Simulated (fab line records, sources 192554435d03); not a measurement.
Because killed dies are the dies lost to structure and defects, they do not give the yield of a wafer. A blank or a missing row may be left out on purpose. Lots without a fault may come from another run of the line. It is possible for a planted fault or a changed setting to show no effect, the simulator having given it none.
Matching of chambers | flow n5_finfet | 3 sister chambers for N5_BEOL_M11_PECVD_70 on pecvd-02
The step deposits SiO2 from TEOS/O2, target thk 20 nm, time 22.7 s. 3 wafers are shown with their chamber, then 11 later ones without.

## WAFERS PAIRED WITH THEIR CHAMBERS
wafer  | chamber | throttle_valve_pct (%)
L089.4 | 0       | 25.0
L089.6 | 1       | 24.0
L091.1 | 2       | 20.5

## WAFERS WHOSE CHAMBER IS MISSING
wafer  | throttle_valve_pct (%)
L091.2 | 25.0
L091.3 | 24.2
L090.2 | 23.7
L090.3 | 20.8
L090.6 | 24.1
L092.1 | 20.8
L092.2 | 23.9
L092.3 | 24.7
L092.4 | 20.8
L092.5 | 23.9
L092.6 | 25.0

## WHICH CHAMBER EACH WENT THROUGH
wafer  | from the rows above     | in truth
L091.2 | 0                       | 0
L091.3 | 1                       | 1
L090.2 | 1                       | 1
L090.3 | 2                       | 2
L090.6 | 1                       | 1
L092.1 | 2                       | 2
L092.2 | 1                       | 1
L092.3 | can't be placed: 0 or 1 | 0
L092.4 | 2                       | 2
L092.5 | 1                       | 1
L092.6 | 0                       | 0
10 of 11 placed correctly. Can't be placed from these rows: 1 (the true chamber is among the candidates in 1). Placed wrongly: 0.
How it was worked out, from the rows above alone: a wafer's distance from a chamber is the root of the sum, over the readings, of the square of ((its reading less the chamber's mean) divided by the reading's scatter). The wafer belongs to the nearest chamber; if the next one is less than 2 further off, it can't be placed. A chamber's mean is the mean of its shown wafers. The scatter (one wafer shown for each chamber): square how far every hidden wafer sits from the nearest shown wafer, average those squares and take the square root.
